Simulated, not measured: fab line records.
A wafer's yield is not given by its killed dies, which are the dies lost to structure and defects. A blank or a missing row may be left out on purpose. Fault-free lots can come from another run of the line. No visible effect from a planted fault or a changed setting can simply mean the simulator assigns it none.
Chamber matching | flow nand harc | NHARC_A_CONTACT_ETCH_91 on rie diel-10: 4 sister chambers
The step etches the open film in CH3F/O2, target depth 40 nm, time 85.7 s. 30 wafers are shown with their chamber, then 12 later ones without.

## EACH WAFER AND ITS CHAMBER
wafer  | chamber | showerhead plenum p Torr (Torr) | drypump motor current A (A) | rf vpp V (V)
L074.4 | 1       | 2.53                            | 5.6                         | 245.3
L074.5 | 0       | 2.33                            | 5.6                         | 242.6
L074.6 | 3       | 2.34                            | 5.8                         | 243.4
L076.1 | 3       | 2.34                            | 5.8                         | 243.3
L076.2 | 0       | 2.33                            | 5.6                         | 243.3
L076.6 | 0       | 2.33                            | 5.6                         | 243.4
L075.3 | 2       | 2.28                            | 5.9                         | 241.4
L075.4 | 1       | 2.53                            | 5.7                         | 245.0
L075.6 | 0       | 2.33                            | 5.6                         | 241.5
L077.3 | 0       | 2.33                            | 5.6                         | 242.0
L077.5 | 2       | 2.28                            | 5.9                         | 241.5
L077.6 | 1       | 2.53                            | 5.6                         | 245.0
L080.1 | 3       | 2.34                            | 5.8                         | 242.7
L080.2 | 2       | 2.28                            | 5.9                         | 241.6
L080.3 | 0       | 2.32                            | 5.6                         | 242.3
L082.3 | 3       | 2.34                            | 5.8                         | 241.6
L082.4 | 2       | 2.28                            | 5.9                         | 242.0
L082.5 | 0       | 2.32                            | 5.6                         | 242.7
L081.1 | 3       | 2.34                            | 5.8                         | 243.0
L081.3 | 0       | 2.32                            | 5.6                         | 243.6
L081.5 | 3       | 2.34                            | 5.9                         | 245.0
L083.3 | 1       | 2.53                            | 5.6                         | 245.0
L083.4 | 2       | 2.28                            | 5.9                         | 243.6
L083.6 | 0       | 2.32                            | 5.6                         | 243.5
L086.1 | 0       | 2.32                            | 5.6                         | 242.1
L086.2 | 1       | 2.53                            | 5.6                         | 244.5
L086.4 | 3       | 2.34                            | 5.8                         | 243.0
L087.3 | 2       | 2.28                            | 5.9                         | 242.8
L087.5 | 3       | 2.34                            | 5.8                         | 243.8
L087.6 | 0       | 2.32                            | 5.6                         | 243.4

SIGNATURES (means of the wafers above)
reading                  | chamber 0 | chamber 1 | chamber 2 | chamber 3 | scatter within a chamber
showerhead plenum p Torr | 2.3245    | 2.5300    | 2.2800    | 2.3400    | 0.00324
drypump motor current A  | 5.600     | 5.620     | 5.900     | 5.812     | 0.0254
rf vpp V                 | 242.764   | 244.960   | 242.150   | 243.225   | 0.782
Rule: for each reading, subtract the chamber's mean from the wafer's reading, divide by that reading's scatter and square the result; add these up over the readings and take the root, which gives the wafer's distance from the chamber. If the next closest chamber is less than 2 further off than the closest, the wafer can't be placed; otherwise it belongs to the closest. The scatter is the square root of a quotient: the sum, over the shown wafers, of each reading's squared deviation from its chamber's mean, divided by wafers minus chambers.

## WAFERS WHOSE CHAMBER IS MISSING
wafer  | showerhead plenum p Torr (Torr) | drypump motor current A (A) | rf vpp V (V)
L088.3 | 2.33                            | 5.8                         | 243.6
L088.4 | 2.32                            | 5.6                         | 242.3
L088.5 | 2.32                            | 5.6                         | 242.9
L094.1 | 2.33                            | 5.8                         | 243.7
L094.2 | 2.52                            | 5.6                         | 244.5
L094.3 | 2.27                            | 5.9                         | 243.3
L095.1 | 2.33                            | 5.8                         | 241.9
L095.4 | 2.27                            | 5.9                         | 241.6
L095.6 | 2.31                            | 5.6                         | 243.2
L097.2 | 2.33                            | 5.8                         | 241.8
L097.3 | 2.27                            | 5.9                         | 240.9
L097.5 | 2.27                            | 5.9                         | 241.6

## CHAMBER TAKEN BY EACH
wafer  | from the rows above | in truth
L088.3 | 3                   | 3
L088.4 | 0                   | 0
L088.5 | 0                   | 0
L094.1 | 3                   | 3
L094.2 | 1                   | 1
L094.3 | 2                   | 2
L095.1 | 3                   | 3
L095.4 | 2                   | 2
L095.6 | 0                   | 0
L097.2 | 3                   | 3
L097.3 | 2                   | 2
L097.5 | 2                   | 2
12 of 12 placed correctly. Not placeable from these rows: 0. 0 placed wrongly.
